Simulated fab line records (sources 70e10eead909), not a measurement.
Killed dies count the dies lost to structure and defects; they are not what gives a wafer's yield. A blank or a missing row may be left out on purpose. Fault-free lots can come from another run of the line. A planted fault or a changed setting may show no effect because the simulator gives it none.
fab line records + flow nand_harc
record:
- lots: 5
- wafers: 14
- last_day: 33
route steps=1302 shown P_START@1 P_ZERO_WELL@2 END@1302
lots with no fault: from the same line, run without faults
start_h: hours from the record's first day to the start of the lot's first wafer shown + wait_h: how many hours have passed since the lot's step before this one + " same as the row above + L1.1+2: one row covering several wafers at once + - no value present, or no start provided + * or withheld: withheld + < > ~ a bound
route shown NAME@n: names a module that has steps shown in the file, with the first one's number in the route + usual: mean/standard deviation of fault-free wafers + same: alike in all rows + chamber/n: place in a boat + sites: the reading at each site + _std_site: how widely they spread, as a standard deviation + _edge_site: inner sites' mean taken away from outer sites' mean + radius_mm: how far each site lies from the wafer's centre + mask NAME#n: copy n + behind: the tool/chamber that last shaped the wafer + hold: what put the lot on hold/how long, in hours/how the hold closed + device: which transistor (n, p or np) failed to switch + end of line: tests of these same wafers at the route's end + a step without rows: its recipe alone + killed: count of dies lost to structure and defects at first sort (not the wafer's yield) + map: a wafer's dies, x killed, . not, _ none there
set.NAME: the run value of the setting; set.NAME@STEP: its run value at that earlier step + model.NAME: the simulator's own value behind a step, which no gauge read
a table for each step, a row for each wafer; lots at some steps of the route
services: the hour from which a tool's chamber was out of use, counted from the record's first day as start_h (under 0 if before that day), plus the number of hours and why
== steps ==
step: NHARC_P_START_INSPECT_01
usual:
- raw_defect_count: 3.9/2.3
| lot.wafer | tool              | chamber | start_h | wait_h | raw_defect_count |
|-----------|-------------------|---------|---------|--------|------------------|
| L339.1    | defect_inspect-02 | -       | 110.04  | -      | 2                |
| L339.5    | "                 | -       | "       | "      | 4                |
| L348.2    | defect_inspect-02 | -       | 200.04  | -      | 3                |
| L348.4    | "                 | -       | "       | "      | 8                |
| L348.6    | "                 | -       | "       | "      | 3                |
| L350.2    | defect_inspect-01 | -       | 220.04  | -      | 4                |
| L350.3    | "                 | -       | "       | "      | 10               |
| L350.6    | "                 | -       | "       | "      | 4                |
| L351.2    | defect_inspect-01 | -       | 230.04  | -      | 2                |
| L351.3    | "                 | -       | "       | "      | 3                |
| L351.6    | "                 | -       | "       | "      | 6                |
| L353.2    | defect_inspect-02 | -       | 250.04  | -      | 5                |
| L353.5    | "                 | -       | "       | "      | 2                |
| L353.6    | "                 | -       | "       | "      | 3                |
step: NHARC_P_ZERO_WELL_PRECLEAN_00
recipe:
- time_s: 600
- temp_c: 120
- chemistry: SPM
step: NHARC_P_ZERO_WELL_SRD_01
step: NHARC_P_ZERO_WELL_PECVD_02
recipe:
- target_thk_a: 100
- temp_c: 400
- pressure_torr: 6.5
- rf_w: withheld
- teos_flow_sccm: withheld
- flow_sccm: 2650
- target_thk_nm: 10
- gas: O2
- material: SiO2
step: NHARC_P_ZERO_WELL_DEHYDRATE_03
recipe:
- temp_c: 150
- time_s: 120
step: NHARC_P_ZERO_WELL_HMDS_04
recipe:
- time_s: 30
step: NHARC_P_ZERO_WELL_COAT_64
recipe:
- temp_c: 200
- time_s: 65
step: NHARC_P_ZERO_WELL_COAT_05
recipe:
- spin_rpm: 2000
- resist_thk_nm: 600
step: NHARC_P_ZERO_WELL_SOFTBAKE_06
recipe:
- temp_c: 125
- time_s: 70
usual:
- heater_power_total_W: 200.9/1.3
- resist_line_temp_C: 22.99/0.11
| lot.wafer | tool           | chamber | start_h | wait_h | heater_power_total_W | resist_line_temp_C |
|-----------|----------------|---------|---------|--------|----------------------|--------------------|
| L339.1    | litho_track-05 | 0       | 110     | -      | 199.7                | 22.93              |
| L339.5    | "              | 0       | "       | "      | 224.5                | 23.10              |
| L348.2    | litho_track-05 | 0       | 200     | -      | 201.1                | 22.96              |
| L348.4    | "              | 0       | "       | "      | 199.9                | 23.25              |
| L348.6    | "              | 0       | "       | "      | 199.1                | 22.95              |
| L350.2    | litho_track-02 | 0       | 220     | -      | 202.5                | 22.79              |
| L350.3    | "              | 0       | "       | "      | 198.8                | 22.96              |
| L350.6    | "              | 0       | "       | "      | 200.1                | 22.86              |
| L351.2    | litho_track-07 | 0       | 230     | -      | 199.5                | 23.06              |
| L351.3    | "              | 0       | "       | "      | 199.5                | 22.92              |
| L351.6    | "              | 0       | "       | "      | 198.8                | 22.95              |
| L353.2    | litho_track-05 | 0       | 250     | -      | 199.7                | 22.89              |
| L353.5    | "              | 0       | "       | "      | 202.3                | 22.98              |
| L353.6    | "              | 0       | "       | "      | 200.6                | 22.92              |
step: NHARC_P_ZERO_WELL_EBR_07
step: NHARC_END_SORT_01
recipe:
- temp_c: 25
usual:
- killed_at_array: 55/17
- killed_at_other: 0.9/1.2
- killed_at_periphery: 3.7/2.5
- killed_dies: 59/18
- killed_open: 3.4/1.9
- killed_short: 2.6/1.6
same:
- gross_dies: 677
| lot.wafer | tool      | chamber | start_h | wait_h | killed_at_array | killed_at_other | killed_at_periphery | killed_dies | killed_open | killed_short |
|-----------|-----------|---------|---------|--------|-----------------|-----------------|---------------------|-------------|-------------|--------------|
| L339.5    | prober-01 | 0       | 668.63  | 3.6    | 82              | 3               | 6                   | 91          | 3           | 3            |
| L353.2    | prober-01 | 0       | 799.32  | 2.8    | 42              | 0               | 2                   | 44          | 2           | 2            |
| L353.5    | prober-01 | 0       | 801.71  | 3.7    | 54              | 0               | 2                   | 56          | 2           | 6            |
| L353.6    | prober-01 | 0       | 802.51  | 4.0    | 36              | 0               | 1                   | 37          | 4           | 4            |
killed by level:class
L339.5 A_SLIT:chamber_film_flake=34 A_CHANNEL_HOLE_D1:chamber_film_flake=32 P_GATE:chamber_film_flake=5 A_ZERO_WELL:chamber_film_flake=4 A_ONON_D2:geometric_particle:short=3 THIN_TSV:chamber_film_flake=3 A_CHANNEL_FILL_D2:chamber_film_flake=2 P_M0:geometric_particle:open=1
L353.2 A_SLIT:chamber_film_flake=31 A_CONTACT:chamber_film_flake=4 A_WL_FILL:chamber_film_flake=2 P_GATE:geometric_particle:short=1 P_CONTACT:geometric_particle:open=1 A_CHANNEL_HOLE_D1:geometric_particle:short=1 A_DECK1_JOINT:geometric_particle:open=1 A_CHANNEL_HOLE_D1:chamber_film_flake=1
L353.5 A_SLIT:chamber_film_flake=42 A_WL_FILL:geometric_particle:short=2 A_STAIRCASE:chamber_film_flake=2 A_CONTACT:chamber_film_flake=2 P_CONTACT:geometric_particle:short=1 P_M0:geometric_particle:short=1 A_DECK1_JOINT:geometric_particle:open=1 A_DECK1_JOINT:geometric_particle:short=1
L353.6 A_SLIT:chamber_film_flake=22 A_CONTACT:chamber_film_flake=3 A_ONON_D1:geometric_particle:short=2 A_WL_FILL:geometric_particle:short=2 A_WL_FILL:geometric_particle:open=2 A_CHANNEL_HOLE_D1:chamber_film_flake=2 A_ONON_D1:geometric_particle:open=1 A_M0:geometric_particle:open=1
== services ==
| tool           | chamber | start_h | hours | kind |
|----------------|---------|---------|-------|------|
| litho_track-05 | -       | 124.00  | 7.0   | pm   |
| litho_track-02 | -       | 227.00  | 7.0   | pm   |
== key ==
first_sign:
- step: NHARC_P_ZERO_WELL_SOFTBAKE_06
- reading: heater_power_total_W
- direction: up
- sigmas: 19
- usual: *
- struck: *
effect none on later readings
met_at NHARC_P_ZERO_WELL_SOFTBAKE_06
struck_wafers L339.5
tester_left_out L339
fault:
- kind: process_parameter_drift
- tool: litho_track-05
- chamber: -
- onset_h: 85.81
- steps: NHARC_P_ZERO_WELL_SOFTBAKE_06
- channel: time_s
- offset: *
- shape: step
- end_h: 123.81
- scope: struck_wafers_only
- acts_in: *
- stated: *
tester_left_out: of these lots the tester's yield and bins aren't shown, on N5 and GAA mostly nor the transistor test; their killed dies are dies lost to structure and defects alone, not to doping, threshold or leakage, so they don't give the yield
